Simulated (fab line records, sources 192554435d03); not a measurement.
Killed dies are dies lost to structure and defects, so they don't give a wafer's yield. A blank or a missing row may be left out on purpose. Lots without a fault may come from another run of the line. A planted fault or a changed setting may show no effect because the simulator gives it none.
Chamber matching | flow n5_finfet | N5_HKMG_FIN_STRIP_92 on rie_diel-01: 4 sister chambers
The step strips SOC in N2/H2, time 20 s. 14 wafers are shown with their chamber, then 7 later ones without.

WAFERS WITH THEIR CHAMBER
wafer  | chamber | showerhead_plenum_p_Torr (Torr) | throttle_valve_pct (%) | oes_product_au (a.u.)
L079.1 | 1       | 3.48                            | 18.91                  | 0.73
L079.3 | 2       | 3.24                            | 19.22                  | 0.73
L079.5 | 1       | 3.48                            | 18.92                  | 0.72
L084.1 | 0       | 3.35                            | 18.85                  | 0.77
L084.3 | 3       | 3.55                            | 18.49                  | 0.88
L084.6 | 1       | 3.47                            | 18.93                  | 0.73
L085.2 | 1       | 3.47                            | 18.94                  | 0.71
L085.3 | 2       | 3.23                            | 19.24                  | 0.73
L085.6 | 0       | 3.35                            | 18.86                  | 0.77
L086.2 | 0       | 3.35                            | 18.89                  | 0.76
L086.3 | 1       | 3.47                            | 18.96                  | 0.72
L086.4 | 2       | 3.23                            | 19.25                  | 0.72
L087.2 | 3       | 3.54                            | 18.49                  | 0.87
L087.4 | 1       | 3.47                            | 18.93                  | 0.71

SIGNATURES (means of the wafers above)
reading                  | chamber 0 | chamber 1 | chamber 2 | chamber 3 | scatter within a chamber
showerhead_plenum_p_Torr | 3.3500    | 3.4733    | 3.2333    | 3.5450    | 0.005
throttle_valve_pct       | 18.8667   | 18.9317   | 19.2367   | 18.4900   | 0.0168
oes_product_au           | 0.7667    | 0.7200    | 0.7267    | 0.8750    | 0.00764
Rule: a wafer's distance from a chamber is the root of the sum, over the readings, of the square of ((its reading less the chamber's mean) divided by the reading's scatter). The wafer belongs to the nearest chamber; if the next one is less than 2 further off, it can't be placed. The scatter: the root of (the sum of the squares of (reading less its chamber's mean) over the shown wafers, divided by (wafers less chambers)).

WAFERS WITHOUT THEIR CHAMBER
wafer  | showerhead_plenum_p_Torr (Torr) | throttle_valve_pct (%) | oes_product_au (a.u.)
L087.6 | 3.54                            | 18.50                  | 0.87
L096.1 | 3.54                            | 18.53                  | 0.85
L096.2 | 3.45                            | 19.00                  | 0.71
L096.3 | 3.34                            | 18.90                  | 0.75
L097.1 | 3.45                            | 18.99                  | 0.70
L097.4 | 3.54                            | 18.52                  | 0.86
L097.5 | 3.54                            | 18.54                  | 0.86

WHICH CHAMBER EACH WENT THROUGH
wafer  | from the rows above | in truth
L087.6 | 3                   | 3
L096.1 | 3                   | 3
L096.2 | 1                   | 1
L096.3 | 0                   | 0
L097.1 | 1                   | 1
L097.4 | 3                   | 3
L097.5 | 3                   | 3
Placed correctly: 7 of 7. Can't be placed from these rows: 0. Placed wrongly: 0.
